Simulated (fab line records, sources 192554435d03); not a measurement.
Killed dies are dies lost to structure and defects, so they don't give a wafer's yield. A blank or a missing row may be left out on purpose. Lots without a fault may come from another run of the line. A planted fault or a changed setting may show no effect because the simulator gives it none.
Split-lot experiment | flow n5_finfet | 7 lots, 21 wafers read, on a route of 1938 steps

THE SPLIT
At N5_BEOL_M3_TRENCH_ETCH_37 (etches SiOC in C4F6/O2, target depth 55.555 nm, time 29.2 s), the setting time_s was moved away from the recipe's 29.2 s on 8 of the 21 wafers read, by -14.4% to -7.1%. The other wafers ran this setting at the recipe's value.

FROM THE SPLIT TO THE READING: what the file shows between them, 2 steps
- N5_BEOL_M3_ETCH_41: etches SiCN in CH3F/O2, target depth 29.9 nm, time 52.5 s (also split here: target_depth_a)
- N5_BEOL_M3_STRIP_97: strips in N2/H2, time 10 s

THE READING
trench_depth_nm, in nm, at N5_BEOL_M3_OCD_MEAS_38. Fault-free wafers of this fab line usually give 55.7 nm, standard deviation 0.97 nm.

wafer  | tool, chamber at the split | time_s as run, s | against the recipe | trench_depth_nm, nm | against lot-mates on the recipe
L077.3 | rie_diel-01, 1             | 27.04            | -7.4%              | 51.9                | -3.7
L077.4 | rie_diel-01, 1             | 27.04            | -7.4%              | 51.6                | -4.0
L077.5 | rie_diel-01, 0             | 29.2             | recipe             | 55.6                | -
L079.3 | rie_diel-03, 2             | 25.28            | -13.4%             | 48.3                | -7.1
L079.5 | rie_diel-03, 2             | 25.28            | -13.4%             | 47.9                | -7.5
L079.6 | rie_diel-03, 1             | 29.2             | recipe             | 55.4                | -
L082.4 | rie_diel-01, 3             | 29.2             | recipe             | 56.7                | -
L082.5 | rie_diel-01, 0             | 29.2             | recipe             | 55.7                | -
L082.6 | rie_diel-01, 1             | 29.2             | recipe             | 56.3                | -
L091.3 | rie_diel-01, 0             | 29.2             | recipe             | 55.2                | -
L091.4 | rie_diel-01, 3             | 29.2             | recipe             | 57.6                | -
L091.5 | rie_diel-01, 1             | 29.2             | recipe             | 55.7                | -
L093.1 | rie_diel-04, 3             | 29.2             | recipe             | 54.4                | -
L093.2 | rie_diel-04, 1             | 29.2             | recipe             | 55.7                | -
L093.4 | rie_diel-04, 3             | 29.2             | recipe             | 54.5                | -
L095.2 | rie_diel-03, 1             | 25               | -14.4%             | 46.9                | -8.2
L095.5 | rie_diel-03, 1             | 29.2             | recipe             | 55.1                | -
L095.6 | rie_diel-03, 2             | 25               | -14.4%             | 46.9                | -8.2
L094.2 | rie_diel-04, 1             | 27.14            | -7.1%              | 50.5                | -2.7
L094.4 | rie_diel-04, 3             | 27.14            | -7.1%              | 49.9                | -3.3
L094.6 | rie_diel-04, 3             | 29.2             | recipe             | 53.2                | -

THE FIT
A straight line over all 21 wafers: trench_depth_nm changes by +0.58 nm for each +1% of time_s; r = +0.96; the points scatter about the line by 0.99 nm.
The same after taking each lot's own level away (the mean of its wafers on the recipe; 21 wafers): +0.546 nm for each +1%; r = +0.98; scatter 0.6 nm.
On that fit, the largest move of time_s shifts the reading by 7.9 nm.
The lots' own levels span 53.20 to 56.23 nm, that is 3.1 times the standard deviation above.
So the lot-to-lot level changes the slope little: the two slopes agree.
Check: with one of the wafers moved furthest among these (-14.4%) left out of the fit, the line predicts -7.67 nm for it against its lot-mates. It came out at -8.2 nm against them.

OTHER SPLITS ON THESE WAFERS
These wafers also went through other splits before the reading. Each is held against what the fit with the lots' levels taken away leaves over:
other split on the same wafers    | wafers away from the commonest value | r with trench_depth_nm (lot level and that fit taken away)
N5_BEOL_M2_EXPOSE_25 dose_mj      | 4                                    | +0.27
N5_BEOL_M3_COAT_05 spin_rpm       | 9                                    | -0.18
N5_BEOL_M3_ETCH_41 target_depth_a | 10                                   | -0.06

THE WHOLE CHAIN: every reading that the file lists as answering this split, in the file's order
step                      | what it does                                                | reading                                                                   | change (the file's fit)               | r (the file's)
N5_BEOL_M3_TRENCH_ETCH_37 | etches SiOC in C4F6/O2, target depth 55.555 nm, time 29.2 s | BEOL_M3.feature_depth_nm (the simulator's own value, which no gauge read) | +0.545 nm for each +1% of the setting | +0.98
N5_BEOL_M3_TRENCH_ETCH_37 | etches SiOC in C4F6/O2, target depth 55.555 nm, time 29.2 s | etch.depth_nm (the simulator's own value, which no gauge read)            | +0.543 nm for each +1% of the setting | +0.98
N5_BEOL_M3_OCD_MEAS_38    |                                                             | trench_depth_nm                                                           | +0.541 nm for each +1% of the setting | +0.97

THE FILE'S OWN FIT
trench_depth_nm changes by +0.541 nm for each +1% of time_s, r = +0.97.
